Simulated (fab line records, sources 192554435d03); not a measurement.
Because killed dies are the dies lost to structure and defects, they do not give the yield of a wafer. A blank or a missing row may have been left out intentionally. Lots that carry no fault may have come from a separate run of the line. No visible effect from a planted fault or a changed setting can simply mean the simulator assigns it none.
Matching of chambers | flow n5Finfet | N5_HKMG_FIN_CMP_94 on cmp-02 has 4 sister chambers
The step polishes, stops on SiNx, t overpolish 4.7 s, target thk 43.299 nm. 16 wafers are shown with their chamber, then 8 later ones without.

## WAFERS WITH THEIR CHAMBER
wafer  | chamber | motorCurrentA (A) | slurryFlowMlMin
L076.1 | 3       | 14.0              | 149.8
L076.4 | 2       | 12.3              | 150.1
L076.5 | 3       | 12.7              | 149.7
L079.1 | 1       | 11.7              | 149.6
L079.3 | 2       | 13.3              | 149.6
L079.5 | 0       | 11.1              | 150.5
L085.2 | 3       | 12.9              | 149.7
L085.3 | 1       | 11.1              | 150.0
L085.4 | 2       | 13.0              | 149.9
L091.1 | 2       | 12.5              | 150.3
L091.3 | 3       | 13.5              | 149.6
L091.6 | 2       | 12.5              | 150.1
L093.3 | 1       | 10.9              | 150.3
L093.5 | 0       | 11.2              | 149.8
L093.6 | 3       | 13.3              | 150.0
L094.2 | 1       | 11.2              | 150.1

SIGNATURES, as means of the wafers listed above
reading         | chamber 0 | chamber 1 | chamber 2 | chamber 3 | scatter within a chamber
motorCurrentA   | 11.150    | 11.225    | 12.720    | 13.280    | 0.417
slurryFlowMlMin | 150.150   | 150.000   | 150.000   | 149.760   | 0.27
Rule: a wafer's distance from a chamber is the root of the sum, over the readings, of the square of ((its reading less the chamber's mean) divided by the reading's scatter). If the next closest chamber is less than 2 further off than the closest, the wafer can't be placed; otherwise it belongs to the closest. The scatter is the square root of a quotient: the sum, over the shown wafers, of each reading's squared deviation from its chamber's mean, divided by wafers minus chambers.

## WAFERS WITHOUT THEIR CHAMBER
wafer  | motorCurrentA (A) | slurryFlowMlMin
L094.5 | 12.1              | 149.4
L094.6 | 12.9              | 150.3
L096.4 | 12.7              | 149.5
L096.5 | 12.2              | 149.8
L096.6 | 10.9              | 150.2
L097.1 | 11.1              | 150.2
L097.2 | 12.4              | 150.7
L097.6 | 11.6              | 149.7

## THE CHAMBER EACH PASSED THROUGH
wafer  | from the rows above               | in truth
L094.5 | can't be placed: 2 or 1 or 3 or 0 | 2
L094.6 | can't be placed: 2 or 3           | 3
L096.4 | can't be placed: 3 or 2           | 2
L096.5 | can't be placed: 2 or 1 or 3 or 0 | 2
L096.6 | can't be placed: 0 or 1           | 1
L097.1 | can't be placed: 0 or 1           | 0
L097.2 | can't be placed: 2 or 0 or 1 or 3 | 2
L097.6 | can't be placed: 1 or 0 or 2      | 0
0 of 8 placed correctly. These rows do not allow placing 8 (true chamber among the candidates in 8). Number placed wrongly: 0.
